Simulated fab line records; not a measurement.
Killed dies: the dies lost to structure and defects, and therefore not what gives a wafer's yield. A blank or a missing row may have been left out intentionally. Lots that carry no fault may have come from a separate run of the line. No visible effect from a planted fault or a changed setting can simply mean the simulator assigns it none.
Which tool is to blame? | flow n5-finfet | 10 lots, 30 wafers sampled, at 3 steps of a route of 1938

WHAT EACH GAUGE READ, for each wafer
N5_BEOL_M4_RC_MEAS_101. Usual: DIBL_N 36.5 mV/V, standard deviation 1.9; DIBL_P 36.7 mV/V, standard deviation 2.1; IOFF_N 0.17 nA/um, standard deviation 0.035; IOFF_P 0.22 nA/um, standard deviation 0.042; ION_N 676 uA/um, standard deviation 10; ION_P 462 uA/um, standard deviation 8.1; SS_N 71.5 mV/dec, standard deviation 0.72; SS_P 73.4 mV/dec, standard deviation 0.7; VT_N 249 mV, standard deviation 3.1; VT_P -250 mV, standard deviation 3.9.
lot  | measured     | on        | DIBL_N (mV/V)  | DIBL_P (mV/V)  | IOFF_N (nA/um) | IOFF_P (nA/um) | ION_N (uA/um) | ION_P (uA/um) | SS_N (mV/dec)  | SS_P (mV/dec)  | VT_N (mV)   | VT_P (mV)      | flag
L889 | day 7 19:36  | prober-01 | 34.5 34.9 33.1 | 32.9 34.7 31.6 | 0.12 0.14 0.10 | 0.18 0.21 0.16 | 675 687 660   | 460 476 457   | 70.9 71.1 70.9 | 72.8 73.2 72.6 | 253 248 257 | -251 -250 -252 |
L890 | day 8 12:59  | prober-02 | 38.3 38.4 36.6 | 40.1 40.2 36.9 | 0.21 0.22 0.18 | 0.31 0.31 0.25 | 678 695 681   | 466 481 471   | 72.6 71.9 72.8 | 74.4 74.1 73.3 | 250 245 249 | -246 -244 -246 |
L891 | day 8 13:00  | prober-01 | 35.3 35.1 35.1 | 36.5 36.3 36.6 | 0.14 0.14 0.15 | 0.18 0.17 0.18 | 674 673 679   | 456 456 458   | 71.3 72.2 71.7 | 74.1 72.9 73.7 | 251 249 249 | -257 -256 -257 |
L900 | day 11 11:32 | prober-01 | 36.3 36.8 36.6 | 37.6 37.1 36.7 | 0.17 0.16 0.16 | 0.22 0.21 0.20 | 675 675 678   | 460 460 462   | 71.7 70.9 71.9 | 72.8 73.0 73.3 | 248 251 249 | -250 -251 -254 |
L903 | day 11 17:02 | prober-02 | 37.9 36.5 36.5 | 37.9 35.3 36.1 | 0.18 0.16 0.15 | 0.20 0.17 0.18 | 678 671 669   | 456 451 456   | 70.9 71.8 71.2 | 73.9 73.2 73.0 | 248 251 251 | -254 -254 -254 |
L904 | day 11 23:55 | prober-01 | 34.3 35.2 35.1 | 33.9 35.4 36.1 | 0.13 0.15 0.15 | 0.16 0.18 0.18 | 660 676 672   | 451 456 458   | 70.9 70.2 71.1 | 72.6 73.0 73.4 | 253 250 251 | -254 -254 -254 |
L906 | day 12 15:43 | prober-02 | 37.5 37.1 35.9 | 37.4 37.9 35.3 | 0.20 0.20 0.16 | 0.29 0.31 0.25 | 689 698 681   | 478 489 477   | 72.3 71.0 70.9 | 73.8 74.6 74.0 | 245 245 250 | -241 -242 -244 |
L910 | day 14 04:26 | prober-02 | 35.2 36.2 34.5 | 34.6 36.1 34.0 | 0.12 0.15 0.12 | 0.16 0.17 0.15 | 662 679 659   | 454 458 451   | 71.2 71.1 71.2 | 72.1 73.1 72.1 | 253 247 253 | -255 -254 -256 |
L909 | day 14 08:50 | prober-01 | 34.6 37.0 34.2 | 35.7 39.9 35.9 | 0.15 0.18 0.14 | 0.19 0.25 0.18 | 670 675 670   | 457 459 455   | 71.2 71.9 71.0 | 73.1 74.6 73.3 | 249 247 249 | -254 -252 -256 |
L912 | day 15 12:26 | prober-01 | 35.8 37.7 35.5 | 36.4 38.7 36.3 | 0.18 0.19 0.16 | 0.24 0.26 0.23 | 683 674 682   | 470 460 472   | 71.4 72.8 71.3 | 73.4 73.5 73.2 | 247 246 249 | -247 -248 -247 |

N5_BEOL_M5_INSPECT_13: inspects for defects (brightfield). Usual: raw-defect-count at 417, with a standard deviation of 110.
lot  | measured     | on                | raw-defect-count | flag
L889 | day 7 22:08  | defect-inspect-02 | 371 342 318      |
L890 | day 8 16:04  | defect-inspect-01 | 301 565 381      |
L891 | day 8 16:39  | defect-inspect-01 | 383 339 322      |
L900 | day 11 14:58 | defect-inspect-02 | 383 357 488      |
L903 | day 11 19:42 | defect-inspect-02 | 454 549 518      |
L904 | day 12 02:23 | defect-inspect-02 | 446 325 299      |
L906 | day 12 20:01 | defect-inspect-02 | 408 471 421      |
L910 | day 14 07:53 | defect-inspect-01 | 472 380 399      |
L909 | day 14 12:23 | defect-inspect-02 | 469 459 343      |
L912 | day 15 14:47 | defect-inspect-01 | 419 309 482      |

WHICH TOOL RAN EACH LOT (tool, then ch and the chambers of the sampled wafers, then the start)
lot  | N5_BEOL_M4_ANNEAL_51
L889 | rtp-anneal-02 ch 0, day 7 18:42
L890 | rtp-anneal-02 ch 0, day 8 11:58
L891 | rtp-anneal-01 ch 0, day 8 12:06
L900 | rtp-anneal-02 ch 0, day 11 10:31
L903 | rtp-anneal-02 ch 0, day 11 16:00
L904 | rtp-anneal-02 ch 0, day 11 23:01
L906 | rtp-anneal-02 ch 0, day 12 14:28
L910 | rtp-anneal-01 ch 0, day 14 03:26
L909 | rtp-anneal-02 ch 0, day 14 07:39
L912 | rtp-anneal-02 ch 0, day 15 11:18
- N5_BEOL_M4_ANNEAL_51: time 90 s.

AS READ BY THE TOOLS THEMSELVES (means over the sampled wafers that have a number; for cases with no such wafer, the mark the record gives instead)
N5_BEOL_M4_ANNEAL_51. Usual: wafer_temp_C_max at 225.81, with a standard deviation of 0.27.
lot  | tool          | wafer_temp_C_max | flag
L889 | rtp-anneal-02 | 225.76           |
L890 | rtp-anneal-02 | 225.86           |
L891 | rtp-anneal-01 | 225.73           |
L900 | rtp-anneal-02 | 225.42           |
L903 | rtp-anneal-02 | 225.70           |
L904 | rtp-anneal-02 | 225.98           |
L906 | rtp-anneal-02 | 225.60           |
L910 | rtp-anneal-01 | 226.05           |
L909 | rtp-anneal-02 | 225.61           |
L912 | rtp-anneal-02 | 225.75           |

THE ANSWER, worked out from the rows above alone
Rule: a lot counts as off when the mean over its wafers that have a number is more than 3 standard deviations away from the usual mean. Also off: a lot with no number at a reading for which 4 or more lots have one. The other lots that the step has rows for count as sound. First the gauges in route order, then the tools' own readings, where a lot's mean is used as printed above. At the first step where some lot is off, the reading lying furthest off is the one used; lots without a number count as furthest.
None of the lots is off at any reading shown; this tells nothing.

WHAT THE SIMULATOR HAD PUT IN
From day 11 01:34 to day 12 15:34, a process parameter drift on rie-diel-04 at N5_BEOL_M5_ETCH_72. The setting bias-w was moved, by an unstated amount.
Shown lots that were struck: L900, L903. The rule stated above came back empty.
